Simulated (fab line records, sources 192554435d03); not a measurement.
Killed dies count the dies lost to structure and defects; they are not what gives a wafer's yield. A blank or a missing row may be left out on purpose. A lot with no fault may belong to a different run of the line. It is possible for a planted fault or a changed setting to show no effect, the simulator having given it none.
2 desks, one fault :: flow n5_finfet :: numbers are kept per desk, each desk with only its own; the story behind them comes last

## THE TOOL OWNER'S DESK: pecvd-02
The tool's own readings at N5_BEOL_M1_ILD_DEP_00 (deposits SiOC from DEMS/O2, target thk 79 nm, time 15.3 s): means of the sampled wafers that have a number, for each lot that ran on this tool. The brackets show how far a lot's mean lies from the usual mean; more than 4 standard deviations puts the lot out of limits, marked OUT.
Columns: A = heater_power_w at N5_BEOL_M1_ILD_DEP_00, usual 471 W; B = rf_fwd_power_W at N5_BEOL_M1_ILD_DEP_00, usual 494.2 W; C = showerhead_plenum_p_Torr at N5_BEOL_M1_ILD_DEP_00, usual 5.691 Torr; D = throttle_valve_pct at N5_BEOL_M1_ILD_DEP_00, usual 11.8 %
lot: L839
first seen here: day 6 17:59
A: 422
B: 495.0
C: 5.691
D: 11.6

lot: L842
first seen here: day 7 11:28
A: 437
B: 495.8
C: 5.689
D: 11.8

lot: L849
first seen here: day 9 07:26
A: 434
B: 493.4
C: 5.689
D: 12.0

lot: L850
first seen here: day 9 14:52
A: 472
B: 494.0
C: 5.697
D: 11.4

lot: L851
first seen here: day 9 19:10
A: 451
B: 495.0
C: 5.697
D: 11.9
This desk's verdict: no lot among the 5 shows anything out of limits.

## FROM THE METROLOGY DESK
Means of the sampled wafers that have a number, per lot and without regard to the tool the lot ran on: this is what the gauges read. The brackets show how far a lot's mean lies from the usual mean; more than 4 standard deviations puts the lot out of limits, marked OUT. It has 11 readings, of which 7 appear: the earliest out of limits, and the ones furthest out on some lot.
Columns: A = M1_ILD_THK at N5_BEOL_M1_THK_MEAS_01, usual 79.1 nm; B = DIBL_P at N5_BEOL_M4_RC_MEAS_101, usual 37.3 mV/V; C = IOFF_P at N5_BEOL_M4_RC_MEAS_101, usual 0.22 nA/um; D = ION_N at N5_BEOL_M4_RC_MEAS_101, usual 673 uA/um; E = ION_P at N5_BEOL_M4_RC_MEAS_101, usual 463 uA/um; F = VT_N at N5_BEOL_M4_RC_MEAS_101, usual 250 mV; G = VT_P at N5_BEOL_M4_RC_MEAS_101, usual -250 mV
lot: L839
first seen here: day 6 18:04
A: 78.0
B: 38.1
C: 0.23
D: 676
E: 466
F: 249
G: -249

lot: L841
first seen here: day 7 06:12
A: 77.9
B: 34.3
C: 0.18
D: 670
E: 453
F: 251
G: -255

lot: L842
first seen here: day 7 11:31
A: 78.5
B: 38.4
C: 0.25
D: 668
E: 462
F: 248
G: -250

lot: L849
first seen here: day 9 07:32
A: 82.6
B: 38.2
C: 0.25
D: 685
E: 467
F: 245
G: -248

lot: L848
first seen here: day 9 07:35
A: 78.7
B: 36.9
C: 0.26
D: 672
E: 467
F: 251
G: -245

lot: L850
first seen here: day 9 14:56
A: 83.7 (+4.6) OUT
B: 37.3
C: 0.25
D: 688
E: 473
F: 250
G: -248

lot: L851
first seen here: day 9 19:14
A: 83.6 (+4.5) OUT
B: 36.5
C: 0.19
D: 676
E: 465
F: 252
G: -254

lot: L854
first seen here: day 10 10:15
A: 80.1
B: 34.8
C: 0.20
D: 658
E: 454
F: 254
G: -252

lot: L858
first seen here: day 11 11:07
A: 80.9
B: 38.9
C: 0.23
D: 668
E: 457
F: 253
G: -253

lot: L857
first seen here: day 11 11:23
A: 81.1
B: 38.0
C: 0.22
D: 671
E: 465
F: 252
G: -250
This desk's result: L850, L851 out of limits, first on L850 (M1_ILD_THK at N5_BEOL_M1_THK_MEAS_01), day 9 14:56. In limits: L839, L841, L842, L849, L848, L854, L858, L857.

## TAKEN TOGETHER
L850, L851 would have let the metrology desk raise an alarm at day 9 14:56.
The desk of the tool owner found nothing out of limits.
Tool owner's desk: L850, L851 on record, inside its limits.
On pecvd-02, each named lot ran N5_BEOL_M1_ILD_DEP_00.

## WHAT THE SIMULATOR PUT IN
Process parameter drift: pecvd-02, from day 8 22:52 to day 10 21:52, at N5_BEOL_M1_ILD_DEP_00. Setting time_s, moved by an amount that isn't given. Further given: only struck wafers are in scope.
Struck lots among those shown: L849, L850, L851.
Delay in hours, fault start to first out-of-limits reading, per desk: metrology desk 16.
